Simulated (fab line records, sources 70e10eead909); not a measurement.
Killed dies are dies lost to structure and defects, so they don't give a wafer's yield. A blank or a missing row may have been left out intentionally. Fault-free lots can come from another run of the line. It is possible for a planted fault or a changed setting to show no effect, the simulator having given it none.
Matching of chambers || flow nand harc || NHARC_A_STAIRCASE_DESCUM_312 on rie diel-03 has 4 sister chambers
The step chemistry O2, time 3 s. 14 wafers are shown with their chamber, then 7 later ones without.

WAFERS, EACH WITH ITS CHAMBER
{"wafer": "L807.1", "chamber": 2, "drypump motor current A (A)": 5.6, "showerhead plenum p Torr (Torr)": 1.81, "throttle valve pct (%)": 11.310}
{"wafer": "L807.3", "chamber": 0, "drypump motor current A (A)": 6.5, "showerhead plenum p Torr (Torr)": 1.79, "throttle valve pct (%)": 11.295}
{"wafer": "L807.6", "chamber": 1, "drypump motor current A (A)": 6.0, "showerhead plenum p Torr (Torr)": 1.84, "throttle valve pct (%)": 11.309}
{"wafer": "L806.1", "chamber": 3, "drypump motor current A (A)": 5.3, "showerhead plenum p Torr (Torr)": 1.87, "throttle valve pct (%)": 11.309}
{"wafer": "L806.2", "chamber": 2, "drypump motor current A (A)": 5.6, "showerhead plenum p Torr (Torr)": 1.81, "throttle valve pct (%)": 11.318}
{"wafer": "L806.5", "chamber": 3, "drypump motor current A (A)": 5.3, "showerhead plenum p Torr (Torr)": 1.87, "throttle valve pct (%)": 11.300}
{"wafer": "L808.1", "chamber": 1, "drypump motor current A (A)": 6.0, "showerhead plenum p Torr (Torr)": 1.83, "throttle valve pct (%)": 11.313}
{"wafer": "L808.2", "chamber": 0, "drypump motor current A (A)": 6.5, "showerhead plenum p Torr (Torr)": 1.79, "throttle valve pct (%)": 11.315}
{"wafer": "L808.4", "chamber": 2, "drypump motor current A (A)": 5.6, "showerhead plenum p Torr (Torr)": 1.81, "throttle valve pct (%)": 11.310}
{"wafer": "L814.1", "chamber": 3, "drypump motor current A (A)": 5.3, "showerhead plenum p Torr (Torr)": 1.87, "throttle valve pct (%)": 11.296}
{"wafer": "L814.2", "chamber": 0, "drypump motor current A (A)": 6.5, "showerhead plenum p Torr (Torr)": 1.78, "throttle valve pct (%)": 11.304}
{"wafer": "L814.4", "chamber": 1, "drypump motor current A (A)": 6.0, "showerhead plenum p Torr (Torr)": 1.83, "throttle valve pct (%)": 11.312}
{"wafer": "L816.2", "chamber": 3, "drypump motor current A (A)": 5.2, "showerhead plenum p Torr (Torr)": 1.87, "throttle valve pct (%)": 11.306}
{"wafer": "L816.4", "chamber": 1, "drypump motor current A (A)": 6.0, "showerhead plenum p Torr (Torr)": 1.83, "throttle valve pct (%)": 11.302}

SIGNATURES (averages over the wafers above)
{"reading": "drypump motor current A", "chamber 0": 6.500, "chamber 1": 6.000, "chamber 2": 5.600, "chamber 3": 5.275, "scatter within a chamber": 0.0274}
{"reading": "showerhead plenum p Torr", "chamber 0": 1.7867, "chamber 1": 1.8325, "chamber 2": 1.8100, "chamber 3": 1.8700, "scatter within a chamber": 0.00376}
{"reading": "throttle valve pct", "chamber 0": 11.30467, "chamber 1": 11.30900, "chamber 2": 11.31267, "chamber 3": 11.30275, "scatter within a chamber": 0.00648}
Rule: for each reading, subtract the chamber's mean from the wafer's reading, divide by that reading's scatter and square the result; add these up over the readings and take the root, which gives the wafer's distance from the chamber. The wafer belongs to the nearest chamber; if the next one is less than 2 further off, it can't be placed. The scatter is the square root of a quotient: the sum, over the shown wafers, of each reading's squared deviation from its chamber's mean, divided by wafers minus chambers.

WAFERS MISSING THEIR CHAMBER
{"wafer": "L816.6", "drypump motor current A (A)": 6.5, "showerhead plenum p Torr (Torr)": 1.78, "throttle valve pct (%)": 11.307}
{"wafer": "L821.1", "drypump motor current A (A)": 5.3, "showerhead plenum p Torr (Torr)": 1.86, "throttle valve pct (%)": 11.309}
{"wafer": "L821.3", "drypump motor current A (A)": 5.6, "showerhead plenum p Torr (Torr)": 1.80, "throttle valve pct (%)": 11.318}
{"wafer": "L821.6", "drypump motor current A (A)": 5.2, "showerhead plenum p Torr (Torr)": 1.86, "throttle valve pct (%)": 11.321}
{"wafer": "L820.1", "drypump motor current A (A)": 6.0, "showerhead plenum p Torr (Torr)": 1.83, "throttle valve pct (%)": 11.318}
{"wafer": "L820.2", "drypump motor current A (A)": 6.5, "showerhead plenum p Torr (Torr)": 1.78, "throttle valve pct (%)": 11.321}
{"wafer": "L820.4", "drypump motor current A (A)": 5.6, "showerhead plenum p Torr (Torr)": 1.80, "throttle valve pct (%)": 11.309}

THE CHAMBER EACH PASSED THROUGH
{"wafer": "L816.6", "from the rows above": 0, "in truth": 0}
{"wafer": "L821.1", "from the rows above": 3, "in truth": 3}
{"wafer": "L821.3", "from the rows above": 2, "in truth": 2}
{"wafer": "L821.6", "from the rows above": 3, "in truth": 3}
{"wafer": "L820.1", "from the rows above": 1, "in truth": 1}
{"wafer": "L820.2", "from the rows above": 0, "in truth": 0}
{"wafer": "L820.4", "from the rows above": 2, "in truth": 2}
Correct placement for 7 of the 7. Left unplaced by these rows: 0. Placed wrongly: 0.
